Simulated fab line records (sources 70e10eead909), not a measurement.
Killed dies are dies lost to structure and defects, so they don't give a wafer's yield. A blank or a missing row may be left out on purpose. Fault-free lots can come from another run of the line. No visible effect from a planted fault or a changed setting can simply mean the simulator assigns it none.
Matching of chambers ; flow nandHarc ; NHARC_P_GATE_ALD_36 on aldSin-01: 4 sister chambers
The step deposits SiNx, target thk 20 nm, pulse time 60 s, ald cycles 223. 4 wafers are shown with their chamber, then 8 later ones without.

## EACH WAFER AND ITS CHAMBER
wafer;chamber;heaterPowerW (W)
L080.6;3;881
L087.2;0;859
L087.3;2;726
L090.3;1;801

## WAFERS MISSING THEIR CHAMBER
wafer;heaterPowerW (W)
L090.4;729
L090.1;855
L091.2;872
L091.3;787
L091.4;743
L095.2;864
L095.4;871
L095.6;872

## WHICH CHAMBER EACH WENT THROUGH
wafer;from the rows above;in truth
L090.4;2;2
L090.1;0;0
L091.2;can't be placed: 3 or 0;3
L091.3;1;1
L091.4;2;2
L095.2;can't be placed: 0 or 3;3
L095.4;can't be placed: 3 or 0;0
L095.6;can't be placed: 3 or 0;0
Correctly placed: 4 of 8. Not placeable from these rows: 4 (in 4, the candidates include the true chamber). Placed wrongly: 0.
How it was worked out, from the rows above alone: a wafer's distance from a chamber is the root of the sum, over the readings, of the square of ((its reading less the chamber's mean) divided by the reading's scatter). The wafer belongs to the nearest chamber; if the next one is less than 2 further off, it can't be placed. For every chamber, the mean is computed from those of its wafers that are shown. The scatter (one wafer shown for each chamber): square how far every hidden wafer sits from the nearest shown wafer, average those squares and take the square root.
